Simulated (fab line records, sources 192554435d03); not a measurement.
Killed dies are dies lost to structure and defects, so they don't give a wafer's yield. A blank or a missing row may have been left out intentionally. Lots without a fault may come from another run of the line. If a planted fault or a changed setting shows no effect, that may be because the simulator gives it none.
Split-lot trial + flow n5Finfet + route with 1938 steps; 7 lots, 21 wafers read

## SPLIT DETAILS
At N5_BEOL_M2_ALD_98 (deposits SiO2, target thk 2.5 nm, pulse time 1 s, co reactant pulse time 1 s), the setting aldCycles was moved away from the recipe's 17 on 6 of the 21 wafers read, by -17.6% to +11.8%. For the rest of the wafers, this setting stayed at what the recipe calls for.

The split's own step is where the reading is taken.

## THE READING
SiO2_of_BEOL_M2_ALD_98.thkNm (the simulator's own value, which no gauge read), in nm, at N5_BEOL_M2_ALD_98 (deposits SiO2, target thk 2.5 nm, pulse time 1 s, co reactant pulse time 1 s). No usual value for it is given in the file. Across the 15 wafers here that went through the recipe, the average is 2.5 nm and the standard deviation 0.1 nm.

| wafer  | tool, chamber at the split | aldCycles as run | against the recipe | SiO2_of_BEOL_M2_ALD_98.thkNm, nm | against lot-mates on the recipe |
|--------|----------------------------|------------------|--------------------|----------------------------------|---------------------------------|
| L079.1 | aldSin-01, 1               | 15               | -11.8%             | 2.2                              | -0.4                            |
| L079.2 | aldSin-01, 0,3             | 17               | recipe             | 2.6                              | -                               |
| L079.5 | aldSin-01, 0,3             | 17               | recipe             | 2.6                              | -                               |
| L090.1 | aldSin-03, 2               | 17               | recipe             | 2.6                              | -                               |
| L090.3 | aldSin-03, 3,0             | 17               | recipe             | 2.4                              | -                               |
| L090.5 | aldSin-03, 3,0             | 17               | recipe             | 2.4                              | -                               |
| L088.2 | aldSin-01, 2,1,2           | 17               | recipe             | 2.4                              | -                               |
| L088.4 | aldSin-01, 2,1,2           | 17               | recipe             | 2.4                              | -                               |
| L088.6 | aldSin-01, 2,1,2           | 17               | recipe             | 2.4                              | -                               |
| L094.1 | aldSin-01, 1               | 17               | recipe             | 2.4                              | -                               |
| L094.4 | aldSin-01, 3               | 17               | recipe             | 2.6                              | -                               |
| L094.6 | aldSin-01, 0               | 15               | -11.8%             | 2.2                              | -0.3                            |
| L092.1 | aldSin-01, 2,3             | 14               | -17.6%             | 2                                | -0.4                            |
| L092.3 | aldSin-01, 2,3             | 14               | -17.6%             | 2                                | -0.4                            |
| L092.2 | aldSin-01, 1               | 17               | recipe             | 2.4                              | -                               |
| L096.1 | aldSin-04, 3,2             | 19               | +11.8%             | 2.8                              | +0.2                            |
| L096.6 | aldSin-04, 3,2             | 19               | +11.8%             | 2.8                              | +0.2                            |
| L096.3 | aldSin-04, 2               | 17               | recipe             | 2.6                              | -                               |
| L095.1 | aldSin-01, 2               | 17               | recipe             | 2.4                              | -                               |
| L095.2 | aldSin-01, 3,0             | 17               | recipe             | 2.6                              | -                               |
| L095.6 | aldSin-01, 3,0             | 17               | recipe             | 2.6                              | -                               |
The file does not say which wafer passed through which chamber wherever a row lists several chambers: such a row stands for several wafers.

FIT RESULTS
A straight line over all 21 wafers: SiO2_of_BEOL_M2_ALD_98.thkNm changes by +0.0268 nm for each +1% of aldCycles; r = +0.92; the points scatter about the line by 0.089 nm.
The same after taking each lot's own level away (the mean of its wafers on the recipe; 21 wafers): +0.0226 nm for each +1%; r = +0.92; scatter 0.071 nm.
Per that fit: largest aldCycles move, reading shift of 0.4 nm.
The span of the lots' own levels, 2.40 to 2.60 nm, comes to 2.0 times the standard deviation stated above.
Hence the slope depends on the lot-to-lot level, as the two fits are not the same.
Check: with one of the wafers moved furthest among these (-17.6%) left out of the fit, the line predicts -0.418 nm for it against its lot-mates. It came out at -0.4 nm against them.

## THESE WAFERS: OTHER SPLITS
Before the reading, these wafers also passed through other splits. Each is held against what the fit with the lots' levels taken away leaves over:
| other split on the same wafers   | wafers away from the commonest value | r with SiO2_of_BEOL_M2_ALD_98.thkNm (lot level and that fit taken away) |
|----------------------------------|--------------------------------------|-------------------------------------------------------------------------|
| N5_BEOL_M0_SAQP_EXPOSE_37 doseMj | 7                                    | -0.11                                                                   |
| N5_BEOL_M1_ILD_DEP_00 timeS      | 4                                    | +0.33                                                                   |
| N5_BEOL_M1_COAT_61 spinRpm       | 7                                    | +0.13                                                                   |
| N5_BEOL_M1_EXPOSE_25 doseMj      | 9                                    | -0.15                                                                   |
| N5_BEOL_M1_ETCH_70 timeS         | 9                                    | -0.02                                                                   |
| N5_BEOL_M2_DESCUM_33 timeS       | 6                                    | +0.24                                                                   |

## FILE'S OWN FIT
SiO2_of_BEOL_M2_ALD_98.thkNm changes by +0.0243 nm for each +1% of aldCycles, r = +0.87.
